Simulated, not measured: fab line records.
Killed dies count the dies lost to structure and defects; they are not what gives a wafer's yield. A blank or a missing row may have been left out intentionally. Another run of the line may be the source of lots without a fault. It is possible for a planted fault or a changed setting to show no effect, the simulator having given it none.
Problem report, 8D (eight disciplines) form, completed by code | flow n5Finfet | the parts of the form that need people (team, actions taken, sign-off) are left out

1. THE ISSUE
Wafers with no fault read 399.98 C with a standard deviation of 0.23, whereas susceptorTempC at N5_MOL_CONTACT_COAG_PECVD_31 reads a mean of 393.62 C on 1 wafer of 1 lot. Measured from the usual mean, that is -28 standard deviations.
The step: deposits SiO2 from TEOS/O2, target thk 46 nm, time 8.9 s.
First seen on wafer L781.4, day 8 00:31, on pecvd-01. The record has a number at this step for 27 wafers belonging to 9 lots. By rule, "out" or "out of limits" means more than 4 standard deviations away from the usual mean. The other wafers with a number count as sound.

2. WHAT THIS IS AND IS NOT
question                    | is               | is not
which readings at this step | susceptorTempC   | chamberPressureTorr
which lots                  | L781             | L770, L775, L777, L778, L782, L789, L790, L791
which wafers of those lots  | L781.4           | L781.1, L781.3
read on which tools         | pecvd-01         | pecvd-03, pecvd-04
when                        | from day 8 00:31 | up to then (14 sound wafers); but 12 sound wafers of L782, L789, L790, L791 came after

3. THE SUSPECTS, EACH WITH WHAT RULES IT OUT
Counting: any tool at a process step up to the reading remains a suspect provided it ran every lot that is out. Sound lots after the first of them don't rule it out here, since some wafers of a struck lot are sound.
- rieDiel-05 at N5_MOL_CONTACT_COAG_STRIP_98 (strips in N2/H2): kept. It processed L781, the lot that is out, at day 7 15:42, and its most recent sound lot before then was L777 at day 6 17:08.
- pvdSputter-03 at N5_MOL_CONTACT_COAG_PRE_CLEAN_141 (time 60 s): kept. It ran the lot that is out, L781 (day 7 19:07).
- pecvd-01 at N5_MOL_CONTACT_COAG_PECVD_31 (deposits SiO2 from TEOS/O2, target thk 46 nm, time 8.9 s): kept. It processed L781, the lot that is out, at day 8 00:31, and its most recent sound lot before then was L778 at day 7 07:26. Its own susceptorTempC readings are out on those wafers.
- At N5_MOL_CONTACT_COAG_STRIP_98, inside rieDiel-05: chamber 0 took the wafers that are out, while their sound lot-mates went through chambers 1, 3.
- At N5_MOL_CONTACT_COAG_PECVD_31, inside pecvd-01: chamber 1 took the wafers that are out, while their sound lot-mates went through chambers 0, 2.
The count leaves rieDiel-05 at N5_MOL_CONTACT_COAG_STRIP_98, pvdSputter-03 at N5_MOL_CONTACT_COAG_PRE_CLEAN_141, and pecvd-01 at N5_MOL_CONTACT_COAG_PECVD_31.

4. THE CAUSE (what the simulator had put in)
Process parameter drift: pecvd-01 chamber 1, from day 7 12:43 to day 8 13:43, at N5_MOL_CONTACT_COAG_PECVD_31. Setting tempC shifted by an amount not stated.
After counting, 3 suspects remain, this tool included.

5. THE CHAIN OF EFFECTS, in route order
Each row: a reading where the mean over the struck wafers with a number is more than 3 standard deviations away from the usual. Only readings whose record carries a usual standard deviation are examined. hours: median over the lots of the time between each lot's start at the first step of this table that gives one and its start at this step. sigmas: the change, counted in usual standard deviations.
hours | step                            | reading        | usual    | on struck wafers | change | sigmas
0     | N5_MOL_CONTACT_COAG_PECVD_31    | susceptorTempC | 399.98 C | 393.62           | -6.36  | -28
4     | N5_MOL_CONTACT_COAG_THK_MEAS_53 | VIA_MOL_THK    | 43.8 nm  | 46.3             | +2.5   | +3.4
Here are the process steps it includes:
- N5_MOL_CONTACT_COAG_PECVD_31: deposits SiO2 from TEOS/O2, target thk 46 nm, time 8.9 s.
Later steps that measure or inspect, where all struck wafers having a row at the step show a number for every such reading and not one has moved that far: N5_MOL_CONTACT_COAG_CD_MEAS_84, N5_BEOL_M4_RC_MEAS_101.

6. HOW IT WOULD HAVE BEEN CAUGHT EARLIER
In this record the first reading out of limits was taken at day 8 00:31, 12 hours after the fault began at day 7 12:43.
